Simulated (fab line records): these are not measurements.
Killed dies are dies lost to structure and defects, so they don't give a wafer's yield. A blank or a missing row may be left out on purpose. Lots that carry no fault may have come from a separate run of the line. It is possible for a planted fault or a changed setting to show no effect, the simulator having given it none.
Code-filled problem report in 8D (eight disciplines) form	flow nand-harc	the parts of the form that need people (team, actions taken, sign-off) are left out

1. PROBLEM STATEMENT
Mean of killed-at-array at NHARC_END_SORT_01: 674 across 3 wafers in 3 lots; on wafers with no fault it is 30 (standard deviation 10). That is +64 standard deviations from the usual mean.
First observed at day 24 03:52: wafer L681.6, on prober-02. The record has a number at this step for 8 wafers belonging to 3 lots. Rule for "out", or "out of limits": more than 4 standard deviations from the usual mean. The rest of the wafers with a number are treated as sound.

2. WHAT IT IS, AND WHAT IT ISN'T
question	is	is not
which readings at this step	killed-at-array, killed-dies	killed-at-other, killed-at-periphery, killed-open, killed-short
which lots	L680, L681, L683	-
which wafers of those lots	L680.4, L681.6, L683.6	L680.2, L680.5, L681.2, L683.1, L683.3
read on which gauges	prober-01, prober-02	-
when	from day 24 03:52	up to then (1 sound wafer); but 4 sound wafers of L680, L683 came after

3. THE SUSPECTS, EACH WITH WHAT RULES IT OUT
Counting: a tool at a process step up to the reading stays a suspect if it ran every lot that is out. Sound lots after the first of them don't rule it out here, since some wafers of a struck lot are sound.
- the gauge at NHARC_END_SORT_01 has been ruled out. The wafers that are out were read on 2 gauges (prober-01, prober-02).
- ald-metal-01 at NHARC_A_CONTACT_ALD_18 (deposits TiN, target thk 3 nm, pulse time 1 s, ald cycles 150): kept. It ran every lot that is out, first L681 (day 21 04:22).
Left after counting: ald-metal-01 at NHARC_A_CONTACT_ALD_18.

4. THE CAUSE (what the simulator had put in)
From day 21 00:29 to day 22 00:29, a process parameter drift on ald-metal-01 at NHARC_A_CONTACT_ALD_18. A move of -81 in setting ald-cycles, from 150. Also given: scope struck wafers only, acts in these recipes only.
This tool alone remained once counting was done.

5. THE EFFECT CHAIN, in route order
Each row: a reading where the mean over the struck wafers with a number is more than 3 standard deviations away from the usual. Readings are gone through only where the record gives a usual standard deviation; hours: the median, over the lots, of the time from a lot's start at the first step in this table giving one to that lot's start at this step; sigmas: the change measured in usual standard deviations.
hours	step	reading	usual	on struck wafers	change	sigmas
0	NHARC_END_SORT_01	killed-at-array	30	674	+644	+64
0	NHARC_END_SORT_01	killed-dies	34	677	+643	+58

6. WHAT WOULD HAVE CAUGHT IT SOONER
Counted from the fault's start at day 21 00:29, it took 75 hours until the first out-of-limits reading at a measuring or inspecting step in this record, taken at day 24 03:52.
Of the tool readings at NHARC_A_CONTACT_ALD_18 for which the record gives a usual standard deviation, none was out on any struck wafer, so an alarm limit of 4 standard deviations on them would not have fired.
By day 24 03:52 the whole set of lots that are out, 3 in number, had already begun NHARC_A_CONTACT_ALD_18 on ald-metal-01. Had the tool been put on hold then, not one of them would have been saved.
